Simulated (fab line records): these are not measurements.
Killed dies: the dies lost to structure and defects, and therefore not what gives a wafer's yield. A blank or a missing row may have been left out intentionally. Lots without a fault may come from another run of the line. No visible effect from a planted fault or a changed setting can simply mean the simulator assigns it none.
fab line records :: flow nand_harc
record
  lots=5
  wafers=15
  last_day=33
route steps=1302 shown A_CHANNEL_FILL_D2@618 A_STAIRCASE@639 END@1302
lots with no fault: from the same line, run without faults
start_h: hours from the record's opening day to when the first of the lot's shown wafers began :: wait_h: hours since the lot's step before :: " unchanged from the row above :: L1.1+2: a single row standing in for several wafers :: - either no value or no given start :: * or withheld: withheld :: < > ~ a bound
route shown NAME@n: NAME is a module with steps in the file, n the number in the route of the first one :: usual: mean/standard deviation of fault-free wafers :: same: alike in all rows :: chamber/n: place in a boat :: sites: each site's reading :: _std_site: how widely they spread, as a standard deviation :: _edge_site: outer sites' mean less inner sites' :: radius_mm: for every site, how far away it sits from the centre of the wafer :: mask NAME#n: copy n :: behind: tool/chamber where the wafer was last shaped :: hold: why the lot was held/for how many hours/how that ended :: device: transistor that didn't switch, given as n, p or np :: end of line: tests run on the same wafers once the route is complete :: a step with no rows: only its recipe :: killed: not the wafer's yield, but the dies lost to structure and defects at the first sort :: map: per-die view of a wafer (x killed, . not killed, _ where there is no die)
set.NAME: the setting that was run; set.NAME@STEP: the one run at that earlier step :: model.NAME: the simulator's own value behind a step, which no gauge read
lots at some steps of the route; a table a step, a row a wafer
services: a tool's chamber out of use, with start hour (start_h, from the record's first day; less than 0 if before it), hours out, and reason
## steps
# step NHARC_A_CHANNEL_FILL_D2_CVD_18
# recipe
  target_thk_a=30
  temp_c=550
  material=poly-Si
# step NHARC_A_CHANNEL_FILL_D2_ETCHBACK_19
# recipe
  target_depth_a=50
  time_s=1.7
  hbr_flow_sccm=150
  cl2_flow_sccm=50
  rf_w=400
  icp_w=400
  bias_w=100
  chemistry=HBr/Cl2
# step NHARC_A_CHANNEL_FILL_D2_ETCHBACK_20
# recipe
  target_depth_a=270
  time_s=13.5
  c4f8_flow_sccm=withheld
  o2_flow_sccm=8
  ar_flow_sccm=withheld
  rf_w=600
  bias_w=1500
  chemistry=C4F8/O2/Ar
# usual
  oes_product_au=0.984/0.024
  rf_vpp_V=977/6.6
lot.wafer: L154.4
tool: rie_diel-10
chamber: 1
start_h: 357.74
wait_h: -
oes_product_au: 0.985
rf_hours_counter_h: 3
rf_vpp_V: 971

lot.wafer: L154.1
tool: rie_diel-10
chamber: 3
start_h: 357.74
wait_h: -
oes_product_au: 0.991
rf_hours_counter_h: 4
rf_vpp_V: 986

lot.wafer: L154.6
tool: rie_diel-10
chamber: 1
start_h: 357.74
wait_h: -
oes_product_au: 0.980
rf_hours_counter_h: -
rf_vpp_V: 970

lot.wafer: L163.2
tool: rie_diel-10
chamber: 2
start_h: 441.77
wait_h: -
oes_product_au: 1.009
rf_hours_counter_h: 1
rf_vpp_V: 974

lot.wafer: L163.3
tool: rie_diel-10
chamber: 0
start_h: 441.77
wait_h: -
oes_product_au: 1.000
rf_hours_counter_h: 1
rf_vpp_V: 979

lot.wafer: L163.5
tool: rie_diel-10
chamber: 2
start_h: 441.77
wait_h: -
oes_product_au: 1.010
rf_hours_counter_h: -
rf_vpp_V: 975

lot.wafer: L168.4
tool: rie_diel-13
chamber: 0
start_h: 479.82
wait_h: -
oes_product_au: 0.986
rf_hours_counter_h: 21
rf_vpp_V: 967

lot.wafer: L168.3
tool: rie_diel-13
chamber: 1
start_h: 479.82
wait_h: -
oes_product_au: 1.001
rf_hours_counter_h: 22
rf_vpp_V: 970

lot.wafer: L168.2
tool: rie_diel-13
chamber: 3
start_h: 479.82
wait_h: -
oes_product_au: 0.987
rf_hours_counter_h: 24
rf_vpp_V: 977

lot.wafer: L173.4
tool: rie_diel-06
chamber: 2
start_h: 545.52
wait_h: -
oes_product_au: 1.001
rf_hours_counter_h: 1
rf_vpp_V: 987

lot.wafer: L173.5
tool: rie_diel-06
chamber: 3
start_h: 545.52
wait_h: -
oes_product_au: 0.989
rf_hours_counter_h: -
rf_vpp_V: 974

lot.wafer: L173.6
tool: rie_diel-06
chamber: 0
start_h: 545.52
wait_h: -
oes_product_au: 0.974
rf_hours_counter_h: -
rf_vpp_V: 972

lot.wafer: L175.1
tool: rie_diel-13
chamber: 2
start_h: 559.57
wait_h: -
oes_product_au: 0.994
rf_hours_counter_h: 9
rf_vpp_V: 970

lot.wafer: L175.3
tool: rie_diel-13
chamber: 3
start_h: 559.57
wait_h: -
oes_product_au: 0.997
rf_hours_counter_h: 8
rf_vpp_V: 978

lot.wafer: L175.5
tool: rie_diel-13
chamber: 2
start_h: 559.57
wait_h: -
oes_product_au: 0.985
rf_hours_counter_h: -
rf_vpp_V: 971
# step NHARC_A_CHANNEL_FILL_D2_STRIP_28
# recipe
  time_s=20
  o2_flow_sccm=500
  ar_flow_sccm=0
  bias_w=0
  chemistry=O2
# usual
  drypump_motor_current_A=5.6/0.45
  oes_product_au=1.000/0.011
  rf_vpp_V=57.7/0.87
  showerhead_plenum_p_Torr=3.50/0.16
  throttle_valve_pct=17.036/0.0096
lot.wafer: L154.4
tool: rie_diel-10
chamber: 0
start_h: 357.83
wait_h: 0.1
drypump_motor_current_A: 5.6
oes_product_au: 0.978
rf_hours_counter_h: 2
rf_vpp_V: 57.7
showerhead_plenum_p_Torr: 3.57
throttle_valve_pct: 17.022

lot.wafer: L154.1
tool: rie_diel-10
chamber: 3
start_h: 357.83
wait_h: 0.1
drypump_motor_current_A: 5.0
oes_product_au: 0.995
rf_hours_counter_h: 4
rf_vpp_V: 57.8
showerhead_plenum_p_Torr: 3.74
throttle_valve_pct: 17.034

lot.wafer: L154.6
tool: rie_diel-10
chamber: 1
start_h: 357.83
wait_h: 0.1
drypump_motor_current_A: 5.7
oes_product_au: 0.997
rf_hours_counter_h: -
rf_vpp_V: 57.4
showerhead_plenum_p_Torr: 3.33
throttle_valve_pct: 17.042

lot.wafer: L163.2
tool: rie_diel-10
chamber: 3
start_h: 441.87
wait_h: 0.1
drypump_motor_current_A: 5.0
oes_product_au: 1.004
rf_hours_counter_h: 1
rf_vpp_V: 57.5
showerhead_plenum_p_Torr: 3.74
throttle_valve_pct: 17.055

lot.wafer: L163.3
tool: rie_diel-10
chamber: 0
start_h: 441.87
wait_h: 0.1
drypump_motor_current_A: 5.6
oes_product_au: 1.001
rf_hours_counter_h: 1
rf_vpp_V: 57.9
showerhead_plenum_p_Torr: 3.56
throttle_valve_pct: 17.035

lot.wafer: L163.5
tool: rie_diel-10
chamber: 2
start_h: 441.87
wait_h: 0.1
drypump_motor_current_A: 5.9
oes_product_au: 1.015
rf_hours_counter_h: -
rf_vpp_V: 58.2
showerhead_plenum_p_Torr: 3.45
throttle_valve_pct: 17.040

lot.wafer: L168.2
tool: rie_diel-13
chamber: 1
start_h: 479.92
wait_h: 0.1
drypump_motor_current_A: 6.2
oes_product_au: 1.020
rf_hours_counter_h: 23
rf_vpp_V: 58.6
showerhead_plenum_p_Torr: 3.36
throttle_valve_pct: 17.033

lot.wafer: L168.3
tool: rie_diel-13
chamber: 2
start_h: 479.92
wait_h: 0.1
drypump_motor_current_A: 6.3
oes_product_au: 0.995
rf_hours_counter_h: 25
rf_vpp_V: 56.3
showerhead_plenum_p_Torr: 3.35
throttle_valve_pct: 17.021

lot.wafer: L168.4
tool: rie_diel-13
chamber: 3
start_h: 479.92
wait_h: 0.1
drypump_motor_current_A: 5.8
oes_product_au: 0.987
rf_hours_counter_h: 24
rf_vpp_V: 57.4
showerhead_plenum_p_Torr: 3.50
throttle_valve_pct: 17.017

lot.wafer: L173.4
tool: rie_diel-06
chamber: 2
start_h: 545.58
wait_h: 0.1
drypump_motor_current_A: 5.8
oes_product_au: 1.017
rf_hours_counter_h: 1
rf_vpp_V: 59.1
showerhead_plenum_p_Torr: 3.78
throttle_valve_pct: 17.036

lot.wafer: L173.5
tool: rie_diel-06
chamber: 2
start_h: 545.58
wait_h: 0.1
drypump_motor_current_A: 5.8
oes_product_au: 1.014
rf_hours_counter_h: -
rf_vpp_V: 57.9
showerhead_plenum_p_Torr: 3.78
throttle_valve_pct: 17.023

lot.wafer: L173.6
tool: rie_diel-06
chamber: 3
start_h: 545.58
wait_h: 0.1
drypump_motor_current_A: 4.7
oes_product_au: 0.999
rf_hours_counter_h: -
rf_vpp_V: 57.6
showerhead_plenum_p_Torr: 3.41
throttle_valve_pct: 17.029

lot.wafer: L175.3
tool: rie_diel-13
chamber: 0
start_h: 559.65
wait_h: 0.1
drypump_motor_current_A: 5.4
oes_product_au: 1.004
rf_hours_counter_h: 10
rf_vpp_V: 58.8
showerhead_plenum_p_Torr: 3.80
throttle_valve_pct: 17.028

lot.wafer: L175.1
tool: rie_diel-13
chamber: 2
start_h: 559.65
wait_h: 0.1
drypump_motor_current_A: 6.3
oes_product_au: 0.995
rf_hours_counter_h: 9
rf_vpp_V: 57.0
showerhead_plenum_p_Torr: 3.34
throttle_valve_pct: 17.031

lot.wafer: L175.5
tool: rie_diel-13
chamber: 0
start_h: 559.65
wait_h: 0.1
drypump_motor_current_A: 5.4
oes_product_au: 1.002
rf_hours_counter_h: -
rf_vpp_V: 58.0
showerhead_plenum_p_Torr: 3.80
throttle_valve_pct: 17.040
# step NHARC_A_CHANNEL_FILL_D2_PRECLEAN_21
# recipe
  time_s=30
  chemistry=dHF
# step NHARC_A_CHANNEL_FILL_D2_SRD_23
# step NHARC_A_CHANNEL_FILL_D2_CVD_05
# recipe
  target_thk_a=50
  temp_c=550
  material=poly-Si
# step NHARC_A_CHANNEL_FILL_D2_ANNEAL_22
# recipe
  temp_c=620
  time_s=7200
# step NHARC_A_CHANNEL_FILL_D2_ALD_25
# recipe
  target_thk_a=600
  pulse_time_s=10
  ald_cycles=600
  temp_c=300
  material=SiOx
# step NHARC_A_CHANNEL_FILL_D2_ETCHBACK_08
# recipe
  target_depth_a=2200
  time_s=110
  c4f8_flow_sccm=20
  ar_flow_sccm=withheld
  rf_w=600
  bias_w=300
  chemistry=C4F8
# step NHARC_A_CHANNEL_FILL_D2_STRIP_29
# recipe
  time_s=20
  o2_flow_sccm=500
  ar_flow_sccm=0
  bias_w=0
  chemistry=O2
# step NHARC_A_CHANNEL_FILL_D2_PRECLEAN_30
# recipe
  time_s=30
  chemistry=dHF
lot.wafer: L154.6+4+1
tool: wet_bench-09
chamber: 4,5,1
start_h: 375.32
wait_h: -

lot.wafer: L163.2+3+5
tool: wet_bench-09
chamber: 7,0,1
start_h: 462.64
wait_h: -

lot.wafer: L168.4+2+3
tool: wet_bench-09
chamber: 4,7,0
start_h: 497.58
wait_h: -

lot.wafer: L173.5+4+6
tool: wet_bench-04
chamber: 5,0,1
start_h: 563.17
wait_h: -

lot.wafer: L175.1+3+5
tool: wet_bench-06
chamber: 4,5,6
start_h: 577.17
wait_h: -
# step NHARC_A_CHANNEL_FILL_D2_SRD_31
# step NHARC_A_CHANNEL_FILL_D2_CVD_09
# recipe
  target_thk_a=1500
  temp_c=620
  pressure_mtorr=200
  time_s=3000
  material=poly-Si
# step NHARC_A_CHANNEL_FILL_D2_CMP_10
# recipe
  target_thk_nm=150
# usual
  edge_zone_pressure_frac=1.000/0.0053
  motor_current_A=11.8/1.2
  slurry_flow_ml_min=150.0/0.38
  time_to_endpoint_s=15.0/2
lot.wafer: L154.4
tool: cmp-04
chamber: 2
start_h: 381.54
wait_h: 0.4
edge_zone_pressure_frac: 1.005
motor_current_A: 10.9
slurry_flow_ml_min: 149.7
time_to_endpoint_s: 13.8

lot.wafer: L154.1
tool: cmp-04
chamber: 0
start_h: 381.54
wait_h: 0.4
edge_zone_pressure_frac: 0.994
motor_current_A: 10.3
slurry_flow_ml_min: 150.0
time_to_endpoint_s: 14.4

lot.wafer: L154.6
tool: cmp-04
chamber: 1
start_h: 381.54
wait_h: 0.4
edge_zone_pressure_frac: 1.005
motor_current_A: 13.7
slurry_flow_ml_min: 150.0
time_to_endpoint_s: 14.2

lot.wafer: L163.3
tool: cmp-02
chamber: 0
start_h: 468.14
wait_h: 0.4
edge_zone_pressure_frac: 0.994
motor_current_A: 11.0
slurry_flow_ml_min: 149.8
time_to_endpoint_s: 13.2

lot.wafer: L163.2
tool: cmp-02
chamber: 3
start_h: 468.14
wait_h: 0.4
edge_zone_pressure_frac: 0.995
motor_current_A: 12.7
slurry_flow_ml_min: 149.5
time_to_endpoint_s: 13.1

lot.wafer: L163.5
tool: cmp-02
chamber: 0
start_h: 468.14
wait_h: 0.4
edge_zone_pressure_frac: 0.994
motor_current_A: 11.2
slurry_flow_ml_min: 149.7
time_to_endpoint_s: 12.1

lot.wafer: L168.2
tool: cmp-01
chamber: 2
start_h: 503.22
wait_h: 0.4
edge_zone_pressure_frac: 1.001
motor_current_A: 11.1
slurry_flow_ml_min: 150.1
time_to_endpoint_s: 14.7

lot.wafer: L168.3
tool: cmp-01
chamber: 3
start_h: 503.22
wait_h: 0.4
edge_zone_pressure_frac: 1.008
motor_current_A: 11.8
slurry_flow_ml_min: 150.0
time_to_endpoint_s: 12.7

lot.wafer: L168.4
tool: cmp-01
chamber: 1
start_h: 503.22
wait_h: 0.4
edge_zone_pressure_frac: 0.999
motor_current_A: 13.2
slurry_flow_ml_min: 149.7
time_to_endpoint_s: 14.4

lot.wafer: L173.4
tool: cmp-02
chamber: 0
start_h: 568.72
wait_h: 0.4
edge_zone_pressure_frac: 1.000
motor_current_A: 11.2
slurry_flow_ml_min: 150.1
time_to_endpoint_s: 14.9

lot.wafer: L173.6
tool: cmp-02
chamber: 3
start_h: 568.72
wait_h: 0.4
edge_zone_pressure_frac: 0.992
motor_current_A: 13.0
slurry_flow_ml_min: 149.6
time_to_endpoint_s: 16.4

lot.wafer: L173.5
tool: cmp-02
chamber: 0
start_h: 568.72
wait_h: 0.4
edge_zone_pressure_frac: 1.005
motor_current_A: 11.2
slurry_flow_ml_min: 150.9
time_to_endpoint_s: 15.3

lot.wafer: L175.3
tool: cmp-04
chamber: 2
start_h: 582.79
wait_h: 0.4
edge_zone_pressure_frac: 1.003
motor_current_A: 11.6
slurry_flow_ml_min: 149.6
time_to_endpoint_s: 15.6

lot.wafer: L175.1
tool: cmp-04
chamber: 3
start_h: 582.79
wait_h: 0.4
edge_zone_pressure_frac: 1.001
motor_current_A: 11.4
slurry_flow_ml_min: 150.1
time_to_endpoint_s: 15.7

lot.wafer: L175.5
tool: cmp-04
chamber: 1
start_h: 582.79
wait_h: 0.4
edge_zone_pressure_frac: 1.003
motor_current_A: 14.3
slurry_flow_ml_min: 150.5
time_to_endpoint_s: 12.7
# step NHARC_A_CHANNEL_FILL_D2_SRD_12
# step NHARC_A_CHANNEL_FILL_D2_RTA_24
# recipe
  temp_c=1000
  time_s=5
# usual
  anneal_temp_c_max=1005.7/1.7
  lamp_power_pct=27.5/0.51
  lamp_zone_7_pct=27.9/0.52
  wafer_temp_C_max=1003.7/0.8
lot.wafer: L154.1
tool: rtp_anneal-02
chamber: 0
start_h: 382.48
wait_h: 0.6
anneal_temp_c_max: 1004.3
lamp_power_pct: 28.0
lamp_zone_7_pct: 28.5
wafer_temp_C_max: 1004.9

lot.wafer: L154.4
tool: rtp_anneal-02
chamber: 0
start_h: 382.48
wait_h: 0.6
anneal_temp_c_max: 1004.8
lamp_power_pct: 28.0
lamp_zone_7_pct: 28.5
wafer_temp_C_max: 1003.6

lot.wafer: L154.6
tool: rtp_anneal-02
chamber: 0
start_h: 382.48
wait_h: 0.6
anneal_temp_c_max: 1002.8
lamp_power_pct: 28.1
lamp_zone_7_pct: 28.5
wafer_temp_C_max: 1003.2

lot.wafer: L163.2
tool: rtp_anneal-01
chamber: 0
start_h: 468.58
wait_h: 0.1
anneal_temp_c_max: 1005.0
lamp_power_pct: 27.0
lamp_zone_7_pct: 27.4
wafer_temp_C_max: 1003.5

lot.wafer: L163.3
tool: rtp_anneal-01
chamber: 0
start_h: 468.58
wait_h: 0.1
anneal_temp_c_max: 1008.1
lamp_power_pct: 27.0
lamp_zone_7_pct: 27.4
wafer_temp_C_max: 1002.9

lot.wafer: L163.5
tool: rtp_anneal-01
chamber: 0
start_h: 468.58
wait_h: 0.1
anneal_temp_c_max: 1007.1
lamp_power_pct: 27.0
lamp_zone_7_pct: 27.4
wafer_temp_C_max: 1004.1

lot.wafer: L168.2
tool: rtp_anneal-01
chamber: 0
start_h: 503.67
wait_h: 0.1
anneal_temp_c_max: 1007.1
lamp_power_pct: 27.0
lamp_zone_7_pct: 27.4
wafer_temp_C_max: 1003.9

lot.wafer: L168.3
tool: rtp_anneal-01
chamber: 0
start_h: 503.67
wait_h: 0.1
anneal_temp_c_max: 1007.6
lamp_power_pct: 26.9
lamp_zone_7_pct: 27.4
wafer_temp_C_max: 1003.3

lot.wafer: L168.4
tool: rtp_anneal-01
chamber: 0
start_h: 503.67
wait_h: 0.1
anneal_temp_c_max: 1006.3
lamp_power_pct: 27.0
lamp_zone_7_pct: 27.4
wafer_temp_C_max: 1003.3

lot.wafer: L173.4
tool: rtp_anneal-01
chamber: 0
start_h: 569.22
wait_h: 0.1
anneal_temp_c_max: 1006.8
lamp_power_pct: 27.0
lamp_zone_7_pct: 27.4
wafer_temp_C_max: 1004.3

lot.wafer: L173.5
tool: rtp_anneal-01
chamber: 0
start_h: 569.22
wait_h: 0.1
anneal_temp_c_max: 1006.2
lamp_power_pct: 27.0
lamp_zone_7_pct: 27.4
wafer_temp_C_max: 1004.1

lot.wafer: L173.6
tool: rtp_anneal-01
chamber: 0
start_h: 569.22
wait_h: 0.1
anneal_temp_c_max: 1004.9
lamp_power_pct: 27.0
lamp_zone_7_pct: 27.4
wafer_temp_C_max: 1003.5

lot.wafer: L175.1
tool: rtp_anneal-02
chamber: 0
start_h: 583.18
wait_h: 0.0
anneal_temp_c_max: 1003.3
lamp_power_pct: 28.1
lamp_zone_7_pct: 28.5
wafer_temp_C_max: 1003.9

lot.wafer: L175.3
tool: rtp_anneal-02
chamber: 0
start_h: 583.18
wait_h: 0.0
anneal_temp_c_max: 1006.5
lamp_power_pct: 28.1
lamp_zone_7_pct: 28.5
wafer_temp_C_max: 1003.5

lot.wafer: L175.5
tool: rtp_anneal-02
chamber: 0
start_h: 583.18
wait_h: 0.0
anneal_temp_c_max: 1004.7
lamp_power_pct: 28.0
lamp_zone_7_pct: 28.5
wafer_temp_C_max: 1003.5
# step NHARC_A_STAIRCASE_DEP_156
# recipe
  target_thk_a=500
  temp_c=400
  target_thk_nm=50
  flow_sccm=200
  rf_w=450
  material=SiNx
# step NHARC_A_STAIRCASE_DEHYDRATE_158
# recipe
  temp_c=150
  time_s=120
# step NHARC_A_STAIRCASE_HMDS_159
# recipe
  time_s=30
# step NHARC_A_STAIRCASE_COAT_160
# recipe
  spin_rpm=1200
# step NHARC_A_STAIRCASE_SOFTBAKE_161
# recipe
  temp_c=135
  time_s=170
# step NHARC_A_STAIRCASE_EBR_162
# step NHARC_A_STAIRCASE_EXPOSE_163
# recipe
  na=0.5
  dose_mj=20.01
  mask_id=STAIR_OPEN
# step NHARC_A_STAIRCASE_PEB_164
# recipe
  peb_temp_c=115
  peb_time_s=130
# step NHARC_A_STAIRCASE_DEVELOP_165
# recipe
  time_s=140
# step NHARC_A_STAIRCASE_HARDBAKE_167
# recipe
  temp_c=120
  time_s=140
# step NHARC_A_STAIRCASE_DESCUM_168
# recipe
  time_s=3
  o2_flow_sccm=200
  ar_flow_sccm=0
  bias_power_w=0
  chemistry=O2
# step NHARC_A_STAIRCASE_ETCH_169
# recipe
  target_depth_a=500
  time_s=107.1
  ion_energy_ev=120
  ch3f_flow_sccm=50
  o2_flow_sccm=30
  ar_flow_sccm=200
  rf_w=500
  bias_w=100
  chemistry=CH3F/O2
# usual
  drypump_motor_current_A=5.6/0.41
  oes_product_au=0.959/0.017
  rf_vpp_V=243.7/1.5
  showerhead_plenum_p_Torr=2.41/0.089
  throttle_valve_pct=20.663/0.0094
lot.wafer: L154.1
tool: rie_diel-08
chamber: 0
start_h: 383.88
wait_h: 0.1
drypump_motor_current_A: 5.3
oes_product_au: 0.957
rf_hours_counter_h: 3
rf_vpp_V: 243.7
showerhead_plenum_p_Torr: 2.31
throttle_valve_pct: 20.657

lot.wafer: L154.4
tool: rie_diel-08
chamber: 2
start_h: 383.88
wait_h: 0.1
drypump_motor_current_A: 5.9
oes_product_au: 0.937
rf_hours_counter_h: 3
rf_vpp_V: 243.4
showerhead_plenum_p_Torr: 2.41
throttle_valve_pct: 20.657

lot.wafer: L154.6
tool: rie_diel-08
chamber: 0
start_h: 383.88
wait_h: 0.1
drypump_motor_current_A: 5.2
oes_product_au: 0.958
rf_hours_counter_h: -
rf_vpp_V: 241.3
showerhead_plenum_p_Torr: 2.31
throttle_valve_pct: 20.669

lot.wafer: L163.2
tool: rie_diel-04
chamber: 0
start_h: 470.20
wait_h: 0.1
drypump_motor_current_A: 5.1
oes_product_au: 0.995
rf_hours_counter_h: 50
rf_vpp_V: 246.3
showerhead_plenum_p_Torr: 2.59
throttle_valve_pct: 20.656

lot.wafer: L163.3
tool: rie_diel-04
chamber: 1
start_h: 470.20
wait_h: 0.1
drypump_motor_current_A: 5.5
oes_product_au: 0.993
rf_hours_counter_h: 48
rf_vpp_V: 244.3
showerhead_plenum_p_Torr: 2.40
throttle_valve_pct: 20.659

lot.wafer: L163.5
tool: rie_diel-04
chamber: 3
start_h: 470.20
wait_h: 0.1
drypump_motor_current_A: 5.4
oes_product_au: 0.967
rf_hours_counter_h: -
rf_vpp_V: 243.7
showerhead_plenum_p_Torr: 2.50
throttle_valve_pct: 20.674

lot.wafer: L168.3
tool: rie_diel-01
chamber: 3
start_h: 504.84
wait_h: 0.1
drypump_motor_current_A: 5.9
oes_product_au: 0.957
rf_hours_counter_h: 35
rf_vpp_V: 244.5
showerhead_plenum_p_Torr: 2.36
throttle_valve_pct: 20.683

lot.wafer: L168.4
tool: rie_diel-01
chamber: 1
start_h: 504.84
wait_h: 0.1
drypump_motor_current_A: 6.4
oes_product_au: 0.945
rf_hours_counter_h: 39
rf_vpp_V: 241.4
showerhead_plenum_p_Torr: 2.35
throttle_valve_pct: 20.666

lot.wafer: L168.2
tool: rie_diel-01
chamber: 2
start_h: 504.84
wait_h: 0.1
drypump_motor_current_A: 5.2
oes_product_au: 0.944
rf_hours_counter_h: 39
rf_vpp_V: 242.4
showerhead_plenum_p_Torr: 2.28
throttle_valve_pct: 20.661

lot.wafer: L173.4
tool: rie_diel-04
chamber: 1
start_h: 570.80
wait_h: 0.1
drypump_motor_current_A: 5.5
oes_product_au: 0.977
rf_hours_counter_h: 9
rf_vpp_V: 242.6
showerhead_plenum_p_Torr: 2.38
throttle_valve_pct: 20.667

lot.wafer: L173.6
tool: rie_diel-04
chamber: 3
start_h: 570.80
wait_h: 0.1
drypump_motor_current_A: 5.4
oes_product_au: 0.952
rf_hours_counter_h: -
rf_vpp_V: 245.5
showerhead_plenum_p_Torr: 2.48
throttle_valve_pct: 20.679

lot.wafer: L173.5
tool: rie_diel-04
chamber: 0
start_h: 570.80
wait_h: 0.1
drypump_motor_current_A: 5.2
oes_product_au: 0.970
rf_hours_counter_h: -
rf_vpp_V: 246.6
showerhead_plenum_p_Torr: 2.58
throttle_valve_pct: 20.665

lot.wafer: L175.1
tool: rie_diel-04
chamber: 3
start_h: 584.50
wait_h: 0.2
drypump_motor_current_A: 5.5
oes_product_au: 0.953
rf_hours_counter_h: 14
rf_vpp_V: 245.2
showerhead_plenum_p_Torr: 2.48
throttle_valve_pct: 20.653

lot.wafer: L175.3
tool: rie_diel-04
chamber: 1
start_h: 584.50
wait_h: 0.2
drypump_motor_current_A: 5.5
oes_product_au: 0.957
rf_hours_counter_h: 14
rf_vpp_V: 243.4
showerhead_plenum_p_Torr: 2.38
throttle_valve_pct: 20.666

lot.wafer: L175.5
tool: rie_diel-04
chamber: 2
start_h: 584.50
wait_h: 0.2
drypump_motor_current_A: 6.2
oes_product_au: 0.928
rf_hours_counter_h: -
rf_vpp_V: 242.0
showerhead_plenum_p_Torr: 2.35
throttle_valve_pct: 20.664
# step NHARC_A_STAIRCASE_ETCH_170
# recipe
  target_depth_a=2000
  time_s=66.667
  ion_energy_ev=250
  c4f6_flow_sccm=25
  o2_flow_sccm=20
  ar_flow_sccm=500
  rf_w=600
  bias_w=500
  chemistry=C4F6/O2
# step NHARC_A_STAIRCASE_STRIP_171
# recipe
  power_w=1500
  temp_c=250
  chemistry=O2
# step NHARC_A_STAIRCASE_STRIP_172
# recipe
  time_s=900
  temp_c=130
  chemistry=SPM
# step NHARC_A_STAIRCASE_PRECLEAN_173
# recipe
  time_s=*
  temp_c=50
  bath_age_min=0
  chemistry=SC1
# step NHARC_A_STAIRCASE_SRD_174
# step NHARC_A_STAIRCASE_DEHYDRATE_01
# recipe
  temp_c=150
  time_s=120
# step NHARC_A_STAIRCASE_HMDS_02
# recipe
  time_s=30
# step NHARC_A_STAIRCASE_COAT_03
# recipe
  spin_rpm=1200
# step NHARC_END_SORT_01
# recipe
  temp_c=25
# usual
  killed_at_array=49/18
  killed_at_other=0.8/1
  killed_at_periphery=4.2/2.8
  killed_dies=54/18
  killed_open=3.0/1.7
  killed_short=2.5/1.6
# same
  gross_dies=677
lot.wafer: L168.4
tool: prober-01
chamber: 0
start_h: 742.26
wait_h: 3.4
killed_at_array: 125
killed_at_other: 0
killed_at_periphery: 7
killed_dies: 132
killed_open: 3
killed_short: 0
# killed by level:class
L168.4 A_CHANNEL_FILL_D2:unspecified=66 A_CHANNEL_HOLE_D2:chamber_film_flake=21 A_CHANNEL_HOLE_D1:chamber_film_flake=17 A_SLIT:chamber_film_flake=10 A_CONTACT:chamber_film_flake=5 P_CONTACT:chamber_film_flake=4 A_STAIRCASE:chamber_film_flake=2 P_GATE:geometric_particle:open=1
# map L168.4 (x killed, . not)
____________.____________
_________......._________
_______.........x._______
______.............______
_____x.....x........_____
____...x.............____
____..x..............____
___...................___
___....x..x..........x___
__........x..........x.__
__........x...........x__
_.........x............._
_.......x..............._
_.......x.x..........xxx_
_...........xx....xxxxxx_
_................xxxxxxx_
.............x..xxxxxxxxx
.............x....xxxxxxx
.............xxxxxxxxxxxx
..............xxxx.xxxxxx
..........x....x..xxxxxxx
_..xx...........xxxxxxxx_
_.............x.x...xxxx_
_...............x..xxxxx_
_.......x..........x..x._
_.....................xx_
__xx...........x.......__
__x....................__
___...................___
___...................___
____.........x.......____
____............xx...____
_____.............x._____
______......xxxx...______
_______.....xxxx.x_______
_________...xxxx_________
____________x____________
# map L163.2 (x killed, . not)
____________.____________
_________......._________
_______........x.._______
______.............______
_____..............._____
____.................____
____.................____
___................x..___
___...................___
__.....................__
__x....................__
_.....x................._
_......................._
_...............x......._
_......................._
_............x.........._
....x....................
................x........
...x.............x.......
.....................x...
.......................x.
_......................._
_...x..................._
_...x.........x........._
_..................x...._
_......................._
__x.........x..........__
__.....x...............__
___...................___
___...................___
____.................____
____......xx.x...x...____
_____.......x.xxxx.._____
______.......xxxx..______
_______.....xxxxx._______
_________..xxxxx_________
____________x____________
## services
tool: rie_diel-13
chamber: -
start_h: 342.28
hours: 9.0
kind: pm

tool: rie_diel-04
chamber: -
start_h: 343.48
hours: 0.7
kind: repair

tool: wet_bench-09
chamber: -
start_h: 352.80
hours: 8.0
kind: pm

tool: rie_diel-04
chamber: -
start_h: 354.92
hours: 9.0
kind: pm

tool: rie_diel-10
chamber: 0
start_h: 364.48
hours: 3.3
kind: repair

tool: rtp_anneal-01
chamber: -
start_h: 372.00
hours: 12.0
kind: pm

tool: rie_diel-06
chamber: 1
start_h: 381.09
hours: 6.5
kind: repair

tool: cmp-02
chamber: -
start_h: 399.48
hours: 1.8
kind: repair

tool: cmp-04
chamber: -
start_h: 405.05
hours: 4.0
kind: pm

tool: rie_diel-10
chamber: -
start_h: 419.62
hours: 9.0
kind: pm

tool: cmp-02
chamber: -
start_h: 428.65
hours: 4.0
kind: pm

tool: cmp-04
chamber: -
start_h: 430.81
hours: 1.0
kind: repair

tool: cmp-04
chamber: -
start_h: 440.59
hours: 1.7
kind: repair

tool: cmp-04
chamber: -
start_h: 455.57
hours: 2.2
kind: repair

tool: rie_diel-06
chamber: 0
start_h: 455.82
hours: 9.0
kind: repair

tool: rie_diel-06
chamber: 2
start_h: 457.20
hours: 17.5
kind: repair

tool: rie_diel-13
chamber: -
start_h: 519.29
hours: 9.0
kind: pm

tool: wet_bench-09
chamber: -
start_h: 528.80
hours: 8.0
kind: pm

tool: rie_diel-10
chamber: 3
start_h: 529.86
hours: 30.9
kind: repair

tool: rie_diel-04
chamber: -
start_h: 532.03
hours: 9.0
kind: pm

tool: rie_diel-10
chamber: 2
start_h: 539.67
hours: 55.8
kind: repair

tool: rie_diel-10
chamber: 1
start_h: 553.58
hours: 7.2
kind: repair

tool: rie_diel-04
chamber: -
start_h: 557.25
hours: 0.3
kind: repair

tool: rie_diel-10
chamber: 1
start_h: 571.19
hours: 13.0
kind: repair
## key
first_sign
  step=NHARC_END_SORT_01
  reading=killed_dies
  direction=up
  sigmas=4.4
  usual=54
  struck=132
effect
  step=NHARC_END_SORT_01
  reading=killed_at_array
  direction=up
  sigmas=4.2
  usual=49
  struck=125
more_kills_born_at
  NHARC_A_CHANNEL_FILL_D2_PRECLEAN_30@wet_bench-09=66
met_at NHARC_A_CHANNEL_FILL_D2_PRECLEAN_30
struck_wafers L168.4
tester_left_out L168
onset_between 375.32 497.58
fault
  kind=chamber_particle_source
  tool=wet_bench-09
  chamber=4
  onset_h=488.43
  steps=NHARC_A_CHANNEL_FILL_D2_PRECLEAN_30
  rate_per_visit_cm2=0.88822
  end_h=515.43
# tester_left_out: of these lots the tester's yield and bins aren't shown, on N5 and GAA mostly nor the transistor test; their killed dies are dies lost to structure and defects alone, not to doping, threshold or leakage, so they don't give the yield
